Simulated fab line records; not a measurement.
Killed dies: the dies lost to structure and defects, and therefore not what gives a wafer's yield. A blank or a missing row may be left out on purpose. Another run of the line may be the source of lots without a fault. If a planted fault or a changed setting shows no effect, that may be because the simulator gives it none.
8D (eight disciplines) problem report, filled in by code | flow nandHarc | the parts of the form that need people (team, actions taken, sign-off) are left out

1. WHAT IS WRONG
Wafers without a fault read 63, standard deviation 19; killedDies at NHARC_END_SORT_01 reads a mean of 676 on 2 wafers belonging to 2 lots. Relative to the usual mean, that is a shift of +32 standard deviations.
First observed at day 30 06:06: wafer L769.2, on prober-02. Wafers with a number at this step in the record: 6, from 2 lots. Rule for "out" (also "out of limits"): further than 4 standard deviations from the usual mean. The other wafers with a number count as sound.

2. WHAT THIS IS AND IS NOT
question                    | is                        | is not
which readings at this step | killedDies, killedAtArray | killedAtOther, killedAtPeriphery, killedOpen, killedShort
which lots                  | L769, L770                | -
which wafers of those lots  | L769.2, L770.2            | L769.5, L769.6, L770.1, L770.3
read on which gauges        | prober-02                 | -
when                        | from day 30 06:06         | up to then (0 sound wafers); but 4 sound wafers of L769, L770 came after

3. SUSPECTS, AND WHAT RULES EACH OUT
Counting: any tool at a process step up to the reading remains a suspect provided it ran every lot that is out. Sound lots after the first of them don't rule it out here, since some wafers of a struck lot are sound.
- the gauge at NHARC_END_SORT_01 is ruled out. All the wafers that are out were read on prober-02, but those of them that NHARC_A_CHANNEL_HOLE_D1_ETCH_44 has rows for are out there too, on other tools.
- rieDiel-09 at NHARC_A_CHANNEL_HOLE_D1_ETCH_44 (etches the open film in CF4/O2, target depth 140 nm, overetch 14 nm, time 77 s): kept. It ran every lot that is out, first L770 (day 15 00:28). Out on those wafers are its own readings of runLengthS.
- rieDiel-09, NHARC_A_CHANNEL_HOLE_D1_ETCH_44: wafers that are out in chamber 1, sound lot-mates in chambers 0, 3.
Left after counting: rieDiel-09 at NHARC_A_CHANNEL_HOLE_D1_ETCH_44.

4. THE CAUSE (what the simulator had put in)
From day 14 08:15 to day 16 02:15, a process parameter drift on rieDiel-09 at NHARC_A_CHANNEL_HOLE_D1_ETCH_44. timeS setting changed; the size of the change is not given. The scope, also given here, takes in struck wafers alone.
After counting, this tool was the only one left.

5. SEQUENCE OF EFFECTS, ordered by route
Each row: a reading where the mean over the struck wafers with a number is more than 3 standard deviations away from the usual. Only readings for which the record gives a usual standard deviation are gone through. hours: the time from each lot's start at the first step in this table that gives one to its start at this step, as a median over the lots. sigmas: the change in usual standard deviations.
hours | step                            | reading       | usual  | on struck wafers | change | sigmas
0     | NHARC_A_CHANNEL_HOLE_D1_ETCH_44 | runLengthS    | 98.4 s | 87.9             | -10.5  | -28
378   | NHARC_END_SORT_01               | killedAtArray | 58     | 672              | +614   | +31
378   | NHARC_END_SORT_01               | killedDies    | 63     | 676              | +614   | +32
It contains these process steps:
- NHARC_A_CHANNEL_HOLE_D1_ETCH_44: etches the open film in CF4/O2, target depth 140 nm, overetch 14 nm, time 77 s.

6. HOW IT WOULD HAVE BEEN CAUGHT EARLIER
Counted from the fault's start at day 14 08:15, it took 382 hours until the first out-of-limits reading at a measuring or inspecting step in this record, taken at day 30 06:06.
Tool's own readings at NHARC_A_CHANNEL_HOLE_D1_ETCH_44, runLengthS: out on all struck wafers the step has rows for; an alarm limit on them would have tripped on the first.
All the lots that are out (2) had begun NHARC_A_CHANNEL_HOLE_D1_ETCH_44 on rieDiel-09 by day 30 06:06. Had the tool been put on hold then, not one of them would have been saved.
